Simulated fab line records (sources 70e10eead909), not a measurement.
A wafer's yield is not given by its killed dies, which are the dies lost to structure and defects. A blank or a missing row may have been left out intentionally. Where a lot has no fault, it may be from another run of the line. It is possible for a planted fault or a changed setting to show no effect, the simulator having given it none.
fab line records ; flow nandHarc ; part 1 of 2: steps 1 to 33 of 40
record lots=5; wafers=15; lastDay=33
route steps=1302 shown A_BONDPAD@1226 HYBRID_BOND@1237 THIN_TSV@1244
lots that met no fault: taken from a fault-free run of the same line
startH: start of the lot's first displayed wafer, in hours after the record's first day ; waitH: hours from the lot's prior step to this one ; " same as the row above ; L1.1+2: a row that stands for several wafers ; - no value, or no start was given ; * or withheld: withheld ; < > ~ a bound
route shown NAME@n: a module of which the file shows steps, and the number in the route of the first ; usual: mean/standard deviation of fault-free wafers ; same: alike in all rows ; chamber/n: place in a boat ; sites: readings site by site ; _std_site: how widely they spread, as a standard deviation ; _edge_site: mean of outer sites minus mean of inner sites ; radiusMm: how far each site lies from the wafer's centre ; mask NAME#n: copy n ; behind: the tool/chamber that last shaped the wafer ; hold: cause of the lot's hold/its duration in hours/its outcome ; device: whichever transistor did not switch (one of n, p or np) ; end of line: tests of these same wafers at the route's end ; a step without rows: its recipe alone ; killed: at the first sort, the dies lost to defects and structure; wafer yield is something else ; map: a wafer's dies, x killed, . not, _ none there
set.NAME: setting as actually run; set.NAME@STEP: the setting as run at that earlier step ; model.NAME: the simulator's own value behind a step, which no gauge read
a table for each step, a row for each wafer; lots at some steps of the route
services: when a tool's chamber went out of use (startH, in hours from the record's first day, below 0 if earlier), for how many hours, and the reason
## steps
# step NHARC_A_BONDPAD_PRE_CLEAN_26
# recipe timeS=30; tempC=280; gas=H2/He
# usual heaterPowerW=407/42
lot.wafer;tool;chamber;startH;waitH;heaterPowerW
L076.3;pvdSputter-01;-;541.55;0.1;392
L076.4;pvdSputter-01;-;541.55;0.1;510
L076.6;pvdSputter-01;-;541.55;0.1;392
L084.1;pvdSputter-03;-;-;-;371
L084.4;pvdSputter-03;-;-;-;448
L084.3;pvdSputter-03;-;-;-;402
L087.4;pvdSputter-01;-;-;-;420
L087.2;pvdSputter-01;-;-;-;503
L087.3;pvdSputter-01;-;-;-;392
L094.1;pvdSputter-02;-;-;-;345
L094.3;pvdSputter-02;-;-;-;385
L094.6;pvdSputter-02;-;-;-;418
L096.4;pvdSputter-03;-;-;-;403
L096.6;pvdSputter-03;-;-;-;380
L096.5;pvdSputter-03;-;-;-;419
# step NHARC_A_BONDPAD_PVD_17
# recipe targetThkA=50; biasV=168.6; powerW=15000; chamberPressurePa=0.12; timeS=8.06; substrateTempC=50; material=TaN
# usual throttleValvePct=29.9/1.3
lot.wafer;tool;chamber;startH;waitH;throttleValvePct
L076.3;pvdSputter-01;-;541.70;0.1;29.7
L076.4;pvdSputter-01;-;541.70;0.1;29.3
L076.6;pvdSputter-01;-;541.70;0.1;31.5
L084.1;pvdSputter-03;-;-;-;27.3
L084.4;pvdSputter-03;-;-;-;30.5
L084.3;pvdSputter-03;-;-;-;30.1
L087.2;pvdSputter-01;-;-;-;32.2
L087.3;pvdSputter-01;-;-;-;29.3
L087.4;pvdSputter-01;-;-;-;29.3
L094.3;pvdSputter-02;-;-;-;31.3
L094.1;pvdSputter-02;-;-;-;30.1
L094.6;pvdSputter-02;-;-;-;30.2
L096.4;pvdSputter-03;-;-;-;29.9
L096.6;pvdSputter-03;-;-;-;29.8
L096.5;pvdSputter-03;-;-;-;29.9
# step NHARC_A_BONDPAD_PVD_27
# recipe targetThkA=300; chamberPressurePa=5; powerW=5000; substrateTempC=30; timeS=20.49; material=Cu
# usual throttleValvePct=29.8/1.3
lot.wafer;tool;chamber;startH;waitH;throttleValvePct
L076.3;pvdSputter-01;-;541.87;0.1;31.9
L076.4;pvdSputter-01;-;541.87;0.1;29.8
L076.6;pvdSputter-01;-;541.87;0.1;29.2
L084.3;pvdSputter-03;-;-;-;29.9
L084.4;pvdSputter-03;-;-;-;30.2
L084.1;pvdSputter-03;-;-;-;27.0
L087.2;pvdSputter-01;-;-;-;29.1
L087.3;pvdSputter-01;-;-;-;32.3
L087.4;pvdSputter-01;-;-;-;29.3
L094.3;pvdSputter-02;-;-;-;27.3
L094.1;pvdSputter-02;-;-;-;31.2
L094.6;pvdSputter-02;-;-;-;30.0
L096.4;pvdSputter-03;-;-;-;30.7
L096.5;pvdSputter-03;-;-;-;29.9
L096.6;pvdSputter-03;-;-;-;30.0
# step NHARC_A_BONDPAD_ECD_18
# recipe targetThkA=4000; bathTempC=25; material=Cu
lot.wafer;tool;chamber;startH;waitH
L076.4+3+6;ecdCu-01;0,1,0;542.15;0.2
L084.1+4+3;ecdCu-01;1,0,1;627.06;-
L087.2+4+3;ecdCu-02;1,1,0;658.07;-
L094.1+3+6;ecdCu-01;0,1,0;732.80;-
L096.4+5+6;ecdCu-01;0,1,0;745.73;-
# step NHARC_A_BONDPAD_ANNEAL_28
# recipe tempC=225; timeS=90
# usual wafer_temp_C_max=226.45/0.3
lot.wafer;tool;chamber;startH;waitH;wafer_temp_C_max
L076.3;rtpAnneal-02;0;542.56;-;226.24
L076.4;rtpAnneal-02;0;542.56;-;226.08
L076.6;rtpAnneal-02;0;542.56;-;226.43
L084.1;rtpAnneal-02;0;627.38;-;226.32
L084.3;rtpAnneal-02;0;627.38;-;226.84
L084.4;rtpAnneal-02;0;627.38;-;226.24
L087.2;rtpAnneal-02;0;658.50;0.4;226.46
L087.3;rtpAnneal-02;0;658.50;0.4;227.09
L087.4;rtpAnneal-02;0;658.50;0.4;226.50
L094.1;rtpAnneal-01;0;733.12;-;226.79
L094.3;rtpAnneal-01;0;733.12;-;226.46
L094.6;rtpAnneal-01;0;733.12;-;226.49
L096.4;rtpAnneal-01;0;746.26;-;226.49
L096.5;rtpAnneal-01;0;746.26;-;226.37
L096.6;rtpAnneal-01;0;746.26;-;226.38
# step NHARC_A_BONDPAD_CMP_19
# recipe tOverpolishS=30; cuRecessTouchS=16; targetThkNm=169.82
# usual motorCurrentA=11.9/0.97; overpolishRunS=30.001/0.0087
lot.wafer;tool;chamber;startH;waitH;motorCurrentA;overpolishRunS
L076.3;cmp-04;0;542.80;-;11.7;29.993
L076.4;cmp-04;2;542.80;-;13.4;30.017
L076.6;cmp-04;0;542.80;-;11.1;29.993
L084.3;cmp-04;0;627.73;-;11.2;30.001
L084.4;cmp-04;2;627.73;-;13.1;29.998
L084.1;cmp-04;3;627.73;-;10.8;30.008
L087.3;cmp-04;0;658.79;-;11.1;30.013
L087.4;cmp-04;1;658.79;-;11.6;29.999
L087.2;cmp-04;2;658.79;-;12.7;30.012
L094.1;cmp-02;2;733.47;-;11.0;29.992
L094.3;cmp-02;0;733.47;-;12.9;29.997
L094.6;cmp-02;2;733.47;-;11.9;29.988
L096.4;cmp-04;0;746.54;-;10.8;30.018
L096.6;cmp-04;1;746.54;-;12.0;29.999
L096.5;cmp-04;2;746.54;-;12.4;29.994
# step NHARC_A_BONDPAD_THK_MEAS_20
# recipe thkMeasGauge=xrf
# usual thkNm=170.3/1.4
lot.wafer;tool;chamber;startH;waitH;thkNm
L076.3;filmMetro-01;-;543.12;-;171.3
L076.4;filmMetro-01;-;543.12;-;170.1
L076.6;filmMetro-01;-;543.12;-;172.1
L084.1;filmMetro-02;-;628.05;-;170.8
L084.3;filmMetro-02;-;628.05;-;170.0
L084.4;filmMetro-02;-;628.05;-;170.6
L087.2;filmMetro-02;-;659.12;-;168.6
L087.3;filmMetro-02;-;659.12;-;170.2
L087.4;filmMetro-02;-;659.12;-;171.1
L094.1;filmMetro-01;-;733.79;-;171.8
L094.3;filmMetro-01;-;733.79;-;170.1
L094.6;filmMetro-01;-;733.79;-;171.0
L096.4;filmMetro-02;-;746.77;-;169.2
L096.5;filmMetro-02;-;746.77;-;168.5
L096.6;filmMetro-02;-;746.77;-;170.6
# step NHARC_A_BONDPAD_SRD_21
# recipe timeS=30; tempC=23; dryTimeS=20; spinRpm=1500
lot.wafer;tool;chamber;startH;waitH
L076.4+6+3;wetBench-10;4,5,0;543.16;0.0
L084.4+1+3;wetBench-08;4,7,0;628.09;0.0
L087.3+2+4;wetBench-10;4,7,1;659.16;0.0
L094.1+6+3;wetBench-08;2,3,5;733.84;0.0
L096.5+4+6;wetBench-10;1,2,3;746.82;0.0
# step NHARC_A_BONDPAD_INSPECT_23
# usual rawDefectCount=549/130
lot.wafer;tool;chamber;startH;waitH;rawDefectCount
L076.3;defectInspect-02;-;543.34;0.0;598
L076.4;defectInspect-02;-;543.34;0.0;578
L076.6;defectInspect-02;-;543.34;0.0;415
L084.1;defectInspect-01;-;628.26;0.0;344
L084.3;defectInspect-01;-;628.26;0.0;276
L084.4;defectInspect-01;-;628.26;0.0;368
L087.2;defectInspect-01;-;659.32;0.0;593
L087.3;defectInspect-01;-;659.32;0.0;405
L087.4;defectInspect-01;-;659.32;0.0;604
L094.1;defectInspect-02;-;733.99;0.0;579
L094.3;defectInspect-02;-;733.99;0.0;529
L094.6;defectInspect-02;-;733.99;0.0;628
L096.4;defectInspect-02;-;747.00;0.0;612
L096.5;defectInspect-02;-;747.00;0.0;645
L096.6;defectInspect-02;-;747.00;0.0;619
# step NHARC_HYBRID_BOND_ACTIVATE_00
# recipe timeS=60; n2FlowSccm=200; arFlowSccm=0; biasPowerW=0; chemistry=N2
# usual drypumpMotorCurrentA=5.8/0.41; mfcArSccm=0.010/0.0099; oesProductAu=1.003/0.012; rfVppV=64.0/0.85; showerheadPlenumPTorr=1.72/0.064
lot.wafer;tool;chamber;startH;waitH;drypumpMotorCurrentA;mfcArSccm;oesProductAu;rfHoursCounterH;rfVppV;showerheadPlenumPTorr
L076.4;rieDiel-01;1;543.43;0.1;6.1;0;1.008;61;63.7;1.72
L076.3;rieDiel-01;2;543.43;0.1;6.1;0.022;0.999;51;64.2;1.67
L076.6;rieDiel-01;3;543.43;0.1;5.7;0.026;0.998;-;62.3;1.69
L084.3;rieDiel-13;0;628.32;0.1;5.8;0.002;1.004;7;63.5;1.65
L084.1;rieDiel-13;2;628.32;0.1;5.3;0.017;1.013;8;65.3;1.77
L084.4;rieDiel-13;3;628.32;0.1;5.4;0.003;1.005;8;65.7;1.81
L087.3;rieDiel-13;1;659.38;0.1;6.5;0.003;1.025;11;64.7;1.66
L087.2;rieDiel-13;2;659.38;0.1;5.3;0.017;1.002;11;63.8;1.77
L087.4;rieDiel-13;3;659.38;0.1;5.4;0.003;0.999;11;64.0;1.81
L094.3;rieDiel-01;3;734.07;0.1;5.6;0.026;0.991;62;63.1;1.67
L094.1;rieDiel-01;1;734.07;0.1;6.1;0;1.002;61;63.8;1.70
L094.6;rieDiel-01;3;734.07;0.1;5.6;0.026;0.978;-;63.4;1.67
L096.4;rieDiel-13;0;747.07;0.1;5.8;0.002;1.005;4;63.5;1.65
L096.5;rieDiel-13;3;747.07;0.1;5.4;0.003;1.005;-;63.4;1.81
L096.6;rieDiel-13;0;747.07;0.1;5.8;0.002;1.008;-;64.7;1.65
# step NHARC_HYBRID_BOND_PRECLEAN_01
# recipe timeS=300; tempC=23; chemistry=DIW
lot.wafer;tool;chamber;startH;waitH
L076.4+6+3;wetBench-08;1,2,4;543.59;0.1
L084.4+3+1;wetBench-08;2,3,6;628.49;0.1
L087.3+2+4;wetBench-08;5,7,0;659.54;0.1
L094.3+6+1;wetBench-10;1,3,4;734.21;0.1
L096.5+6+4;wetBench-10;6,7,0;747.25;0.1
# step NHARC_HYBRID_BOND_SRD_02
# recipe timeS=30; tempC=23; dryTimeS=20; spinRpm=1500
lot.wafer;tool;chamber;startH;waitH
L076.4+6+3;wetBench-08;1,2,4;-;-
L084.4+3+1;wetBench-08;2,3,6;-;-
L087.3+2+4;wetBench-08;5,7,0;-;-
L094.3+6+1;wetBench-10;1,3,4;-;-
L096.5+6+4;wetBench-10;6,7,0;-;-
# step NHARC_HYBRID_BOND_BOND_03
# recipe tempC=25
# usual bondChuckTempC=24.99/0.1
lot.wafer;tool;chamber;startH;waitH;bondChuckTempC
L076.3;waferBonder-01;0;544.11;-;24.84
L076.4;waferBonder-01;0;544.11;-;25.00
L076.6;waferBonder-01;0;544.11;-;24.87
L084.1;waferBonder-01;0;628.72;-;24.96
L084.3;waferBonder-01;0;628.72;-;24.83
L084.4;waferBonder-01;0;628.72;-;24.91
L087.2;waferBonder-01;0;660.19;-;24.93
L087.3;waferBonder-01;0;660.19;-;25.01
L087.4;waferBonder-01;0;660.19;-;24.99
L094.1;waferBonder-01;0;734.46;-;24.98
L094.3;waferBonder-01;0;734.46;-;25.06
L094.6;waferBonder-01;0;734.46;-;24.86
L096.4;waferBonder-01;0;747.91;-;25.08
L096.5;waferBonder-01;0;747.91;-;25.00
L096.6;waferBonder-01;0;747.91;-;24.99
# step NHARC_HYBRID_BOND_ANNEAL_04
# recipe tempC=300; timeS=7200; rampUpCPerMin=5; rampDownCPerMin=3; idleTempC=100; pressureAtm=1
lot.wafer;tool;chamber;startH;waitH
L076.3+4+6;furnace-08;0;548.09;3.8
L084.1+3+4;furnace-08;0;635.43;6.6
L087.2+3+4;furnace-08;0;665.59;5.3
L094.1+3+6;furnace-08;0;741.38;6.8
L096.4+5+6;furnace-07;0;752.03;4.0
# step NHARC_HYBRID_BOND_OVL_MEAS_05
# usual overlayXNm=-2/32; overlayYNm=0/33
lot.wafer;tool;chamber;startH;waitH;overlayXNm;overlayYNm
L076.3;overlay-01;-;552.81;0.4;22;-32
L076.4;overlay-01;-;552.81;0.4;2;16
L076.6;overlay-01;-;552.81;0.4;-8;12
L084.1;overlay-01;-;640.19;0.4;22;-11
L084.3;overlay-01;-;640.19;0.4;57;24
L084.4;overlay-01;-;640.19;0.4;6;-37
L087.2;overlay-01;-;670.38;0.4;5;4
L087.3;overlay-01;-;670.38;0.4;-4;-16
L087.4;overlay-01;-;670.38;0.4;28;-72
L094.1;overlay-01;-;746.03;0.4;11;-23
L094.3;overlay-01;-;746.03;0.4;44;4
L094.6;overlay-01;-;746.03;0.4;23;19
L096.4;overlay-02;-;756.65;0.4;-32;32
L096.5;overlay-02;-;756.65;0.4;-40;-24
L096.6;overlay-02;-;756.65;0.4;-56;-16
# step NHARC_HYBRID_BOND_INSPECT_06
# recipe inspectInstrument=irVoid
# usual rawDefectCount=94/36
lot.wafer;tool;chamber;startH;waitH;rawDefectCount
L076.3;defectInspect-01;-;552.87;0.1;136
L076.4;defectInspect-01;-;552.87;0.1;112
L076.6;defectInspect-01;-;552.87;0.1;116
L084.1;defectInspect-02;-;640.24;0.0;22
L084.3;defectInspect-02;-;640.24;0.0;15
L084.4;defectInspect-02;-;640.24;0.0;26
L087.2;defectInspect-02;-;670.43;0.1;37
L087.3;defectInspect-02;-;670.43;0.1;42
L087.4;defectInspect-02;-;670.43;0.1;33
L094.1;defectInspect-02;-;746.08;0.0;140
L094.3;defectInspect-02;-;746.08;0.0;116
L094.6;defectInspect-02;-;746.08;0.0;112
L096.4;defectInspect-02;-;762.15;5.5;115
L096.5;defectInspect-02;-;762.15;5.5;119
L096.6;defectInspect-02;-;762.15;5.5;100
# step NHARC_THIN_TSV_GRIND_00
# recipe targetThkUm=6
# usual motorCurrentA=12.000/0.022
lot.wafer;tool;chamber;startH;waitH;motorCurrentA
L076.3;grinder-01;0;554.63;1.8;12.013
L076.4;grinder-01;0;554.63;1.8;11.992
L076.6;grinder-01;0;554.63;1.8;12.022
L084.1;grinder-01;0;640.39;0.1;11.980
L084.3;grinder-01;0;640.39;0.1;12.021
L084.4;grinder-01;0;640.39;0.1;12.006
L087.2;grinder-01;0;671.99;1.6;12.024
L087.3;grinder-01;0;671.99;1.6;12.001
L087.4;grinder-01;0;671.99;1.6;12.025
L094.1;grinder-01;0;746.38;0.3;11.977
L094.3;grinder-01;0;746.38;0.3;11.984
L094.6;grinder-01;0;746.38;0.3;12.034
L096.4;grinder-01;0;762.90;0.7;12.032
L096.5;grinder-01;0;762.90;0.7;12.013
L096.6;grinder-01;0;762.90;0.7;11.997
# step NHARC_THIN_TSV_CMP_01
# recipe targetThkUm=3
# usual motorCurrentA=12.5/1
lot.wafer;tool;chamber;startH;waitH;motorCurrentA
L076.4;cmp-01;3;555.52;0.5;11.3
L076.3;cmp-01;0;555.52;0.5;12.1
L076.6;cmp-01;1;555.52;0.5;11.8
L084.4;cmp-02;2;641.66;0.5;11.2
L084.1;cmp-02;3;641.66;0.5;14.7
L084.3;cmp-02;0;641.66;0.5;13.2
L087.2;cmp-02;2;673.04;0.8;11.6
L087.4;cmp-02;0;673.04;0.8;12.7
L087.3;cmp-02;1;673.04;0.8;13.7
L094.1;cmp-02;3;747.61;1.0;13.8
L094.3;cmp-02;2;747.61;1.0;11.7
L094.6;cmp-02;3;747.61;1.0;14.7
L096.4;cmp-02;3;763.56;0.5;15.0
L096.5;cmp-02;2;763.56;0.5;12.0
L096.6;cmp-02;3;763.56;0.5;14.6
# step NHARC_THIN_TSV_THK_MEAS_02
# recipe thkMeasGauge=ir
# usual thkNm=3006/200
lot.wafer;tool;chamber;startH;waitH;thkNm
L076.3;filmMetro-02;-;555.74;0.2;3019
L076.4;filmMetro-02;-;555.74;0.2;3186
L076.6;filmMetro-02;-;555.74;0.2;3126
L084.1;filmMetro-02;-;641.90;-;2792
L084.3;filmMetro-02;-;641.90;-;3004
L084.4;filmMetro-02;-;641.90;-;3104
L087.2;filmMetro-01;-;673.30;-;3150
L087.3;filmMetro-01;-;673.30;-;2997
L087.4;filmMetro-01;-;673.30;-;3187
L094.1;filmMetro-02;-;747.88;-;2975
L094.3;filmMetro-02;-;747.88;-;2898
L094.6;filmMetro-02;-;747.88;-;2738
L096.4;filmMetro-02;-;763.80;0.2;3139
L096.5;filmMetro-02;-;763.80;0.2;2972
L096.6;filmMetro-02;-;763.80;0.2;2689
# step NHARC_THIN_TSV_SRD_03
lot.wafer;tool;chamber;startH;waitH
L076.3+4+6;wetBench-10;1,2,3;555.78;0.0
L084.4+1+3;wetBench-10;5,6,0;641.95;0.0
L087.3+2+4;wetBench-08;6,1,3;673.34;0.0
L094.3+6+1;wetBench-10;4,7,1;747.92;0.0
L096.5+4+6;wetBench-08;2,3,5;763.84;0.0
# step NHARC_THIN_TSV_PRECLEAN_41
# recipe timeS=*; tempC=50; bathAgeMin=0; chemistry=SC1
# usual bathGuardTempC=50.0/0.42
lot.wafer;tool;chamber;startH;waitH;bathGuardTempC
L076.3;wetBench-10;1;555.80;0.0;50.2
L076.4;wetBench-10;2;555.80;0.0;49.9
L076.6;wetBench-10;3;555.80;0.0;50.3
L084.4;wetBench-10;5;641.97;0.0;49.3
L084.1;wetBench-10;6;641.97;0.0;50.7
L084.3;wetBench-10;0;641.97;0.0;50.1
L087.3;wetBench-08;6;673.37;0.0;49.4
L087.2;wetBench-08;1;673.37;0.0;50.2
L087.4;wetBench-08;3;673.37;0.0;50.0
L094.3;wetBench-10;4;747.94;0.0;50.5
L094.6;wetBench-10;7;747.94;0.0;49.8
L094.1;wetBench-10;1;747.94;0.0;50.5
L096.5;wetBench-08;2;763.86;0.0;50.6
L096.4;wetBench-08;3;763.86;0.0;49.9
L096.6;wetBench-08;5;763.86;0.0;50.3
# step NHARC_THIN_TSV_SRD_42
lot.wafer;tool;chamber;startH;waitH
L076.3+4+6;wetBench-10;1,2,3;-;-
L084.4+1+3;wetBench-10;5,6,0;-;-
L087.3+2+4;wetBench-08;6,1,3;-;-
L094.3+6+1;wetBench-10;4,7,1;-;-
L096.5+4+6;wetBench-08;2,3,5;-;-
# step NHARC_THIN_TSV_DEP_43
# recipe targetThkA=13285; tempC=withheld; pressureTorr=6.5; rfW=900; teosFlowSccm=161.4; flowSccm=2650; targetThkNm=1328.5; gas=O2; material=SiO2
# usual throttleValvePct=15.8/0.55
lot.wafer;tool;chamber;startH;waitH;throttleValvePct
L076.3;pecvd-02;1;556.05;-;16.2
L076.4;pecvd-02;1;556.05;-;16.2
L076.6;pecvd-02;2;556.05;-;16.2
L084.3;pecvd-01;0;642.57;-;16.9
L084.1;pecvd-01;1;642.57;-;15.4
L084.4;pecvd-01;0;642.57;-;16.8
L087.2;pecvd-04;2;673.68;-;15.5
L087.3;pecvd-04;0;673.68;-;15.1
L087.4;pecvd-04;2;673.68;-;15.9
L094.3;pecvd-02;0;748.14;-;16.9
L094.1;pecvd-02;1;748.14;-;16.6
L094.6;pecvd-02;1;748.14;-;16.6
L096.4;pecvd-04;2;764.15;-;16.0
L096.5;pecvd-04;2;764.15;-;16.0
L096.6;pecvd-04;0;764.15;-;15.3
# step NHARC_THIN_TSV_DEHYDRATE_04
# recipe tempC=150; timeS=120
lot.wafer;tool;chamber;startH;waitH
L076.3+4+6;lithoTrack-05;0;556.46;-
L084.1+3+4;lithoTrack-07;0;642.97;-
L087.2+3+4;lithoTrack-07;0;674.03;-
L094.1+3+6;lithoTrack-07;0;748.50;-
L096.4+5+6;lithoTrack-05;0;764.56;0.3
# step NHARC_THIN_TSV_HMDS_05
# recipe timeS=30
lot.wafer;tool;chamber;startH;waitH
L076.3+4+6;lithoTrack-05;0;-;-
L084.1+3+4;lithoTrack-07;0;-;-
L087.2+3+4;lithoTrack-07;0;-;-
L094.1+3+6;lithoTrack-07;0;-;-
L096.4+5+6;lithoTrack-05;0;-;-
# step NHARC_THIN_TSV_COAT_06
# recipe spinRpm=*
lot.wafer;tool;chamber;startH;waitH
L076.3+4+6;lithoTrack-05;0;-;-
L084.1+3+4;lithoTrack-07;0;-;-
L087.2+3+4;lithoTrack-07;0;-;-
L094.1+3+6;lithoTrack-07;0;-;-
L096.4+5+6;lithoTrack-05;0;-;-
# step NHARC_THIN_TSV_SOFTBAKE_07
# recipe tempC=122; timeS=95
lot.wafer;tool;chamber;startH;waitH
L076.3+4+6;lithoTrack-05;0;-;-
L084.1+3+4;lithoTrack-07;0;-;-
L087.2+3+4;lithoTrack-07;0;-;-
L094.1+3+6;lithoTrack-07;0;-;-
L096.4+5+6;lithoTrack-05;0;-;-
# step NHARC_THIN_TSV_EBR_08
lot.wafer;tool;chamber;startH;waitH
L076.3+4+6;lithoTrack-05;0;-;-
L084.1+3+4;lithoTrack-07;0;-;-
L087.2+3+4;lithoTrack-07;0;-;-
L094.1+3+6;lithoTrack-07;0;-;-
L096.4+5+6;lithoTrack-05;0;-;-
# step NHARC_THIN_TSV_EXPOSE_09
# recipe na=0.55; doseMj=30.7; maskId=TSV
# usual focusOffsetNm=0.1/0.55
lot.wafer;tool;chamber;startH;waitH;mask;focusOffsetNm
L076.3;krfScanner-04;0;556.62;-;TSV#0;-0.3
L076.4;krfScanner-04;0;556.62;-;TSV#0;0.2
L076.6;krfScanner-04;0;556.62;-;TSV#0;-0.2
L084.1;krfScanner-03;0;643.24;-;TSV#0;0.1
L084.3;krfScanner-03;0;643.24;-;TSV#0;0.4
L084.4;krfScanner-03;0;643.24;-;TSV#0;0.9
L087.2;krfScanner-04;0;674.18;-;TSV#0;-0.1
L087.3;krfScanner-04;0;674.18;-;TSV#0;-0.5
L087.4;krfScanner-04;0;674.18;-;TSV#0;-0.5
L094.1;krfScanner-04;0;748.77;-;TSV#0;0.6
L094.3;krfScanner-04;0;748.77;-;TSV#0;0.0
L094.6;krfScanner-04;0;748.77;-;TSV#0;-0.4
L096.4;krfScanner-01;0;764.85;-;TSV#0;-0.4
L096.5;krfScanner-01;0;764.85;-;TSV#0;-0.7
L096.6;krfScanner-01;0;764.85;-;TSV#0;-0.1
# step NHARC_THIN_TSV_PEB_10
# recipe pebTempC=118; pebTimeS=85
lot.wafer;tool;chamber;startH;waitH
L076.3+4+6;lithoTrack-07;0;556.67;0.1
L084.1+3+4;lithoTrack-02;0;643.31;0.1
L087.2+3+4;lithoTrack-05;0;674.24;0.1
L094.1+3+6;lithoTrack-07;0;748.84;0.1
L096.4+5+6;lithoTrack-05;0;764.90;0.0
# step NHARC_THIN_TSV_DEVELOP_11
# recipe timeS=70
lot.wafer;tool;chamber;startH;waitH
L076.3+4+6;lithoTrack-07;0;-;-
L084.1+3+4;lithoTrack-02;0;-;-
L087.2+3+4;lithoTrack-05;0;-;-
L094.1+3+6;lithoTrack-07;0;-;-
L096.4+5+6;lithoTrack-05;0;-;-
# step NHARC_THIN_TSV_CD_MEAS_12
# recipe targetCdNm=1000; landingEnergyEv=500
# usual cdNm=999.4/2
lot.wafer;tool;chamber;startH;waitH;cdNm
L076.3;cdSem-03;0;556.77;-;998.6
L076.4;cdSem-03;0;556.77;-;1000.5
L076.6;cdSem-03;0;556.77;-;1000.2
L084.1;cdSem-02;0;643.40;-;995.5
L084.3;cdSem-02;0;643.40;-;996.1
L084.4;cdSem-02;0;643.40;-;995.8
L087.2;cdSem-02;0;674.34;-;1000.4
L087.3;cdSem-02;0;674.34;-;997.6
L087.4;cdSem-02;0;674.34;-;998.9
L094.1;cdSem-01;0;748.93;-;1000.3
L094.3;cdSem-01;0;748.93;-;998.9
L094.6;cdSem-01;0;748.93;-;995.7
L096.4;cdSem-03;0;765.00;-;998.6
L096.5;cdSem-03;0;765.00;-;997.8
L096.6;cdSem-03;0;765.00;-;1001.2
# step NHARC_THIN_TSV_HARDBAKE_13
# recipe tempC=125; timeS=80
lot.wafer;tool;chamber;startH;waitH
L076.3+4+6;lithoTrack-02;0;556.85;-
L084.1+3+4;lithoTrack-05;0;643.48;-
L087.2+3+4;lithoTrack-07;0;674.42;-
L094.1+3+6;lithoTrack-05;0;749.01;-
L096.4+5+6;lithoTrack-05;0;765.08;-
